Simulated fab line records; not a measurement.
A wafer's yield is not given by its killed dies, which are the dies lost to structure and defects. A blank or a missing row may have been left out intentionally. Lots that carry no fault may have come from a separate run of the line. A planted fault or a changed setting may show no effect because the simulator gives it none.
Matching of chambers	flow n5-finfet	rie-diel-02 running N5_ZERO_LAYER_ETCH_17: 4 sister chambers
The step etches SiO2 in CF4, target depth 12 nm, time 13.3 s. 8 wafers are shown with their chamber, then 9 later ones without.

WAFERS WITH THEIR CHAMBER
wafer	chamber	drypump-motor-current-A (A)	throttle-valve-pct (%)
L085.1	0	6.1	15.78
L085.6	1	5.9	15.85
L087.1	2	5.6	16.09
L087.3	3	5.4	15.34
L087.5	1	5.9	15.86
L094.2	2	5.6	16.11
L094.5	0	5.9	15.79
L094.6	3	5.4	15.36

WAFERS WHOSE CHAMBER IS MISSING
wafer	drypump-motor-current-A (A)	throttle-valve-pct (%)
L095.1	5.6	16.11
L095.3	5.3	15.38
L095.4	5.8	15.89
L096.4	5.4	15.38
L096.5	5.8	15.88
L096.6	5.7	16.12
L097.1	5.7	16.13
L097.2	5.4	15.38
L097.5	6.0	15.78

THE CHAMBER EACH PASSED THROUGH
wafer	from the rows above	in truth
L095.1	2	2
L095.3	3	3
L095.4	1	1
L096.4	3	3
L096.5	1	1
L096.6	2	2
L097.1	2	2
L097.2	3	3
L097.5	0	0
Placed correctly: 9 of 9. Not placeable from these rows: 0. Placed wrongly: 0.
How it was worked out, from the rows above alone: a wafer's distance from a chamber is the root of the sum, over the readings, of the square of ((its reading less the chamber's mean) divided by the reading's scatter). The wafer belongs to the nearest chamber; if the next one is less than 2 further off, it can't be placed. A chamber's mean is the mean of its shown wafers. The scatter is the square root of a quotient: the sum, over the shown wafers, of each reading's squared deviation from its chamber's mean, divided by wafers minus chambers.
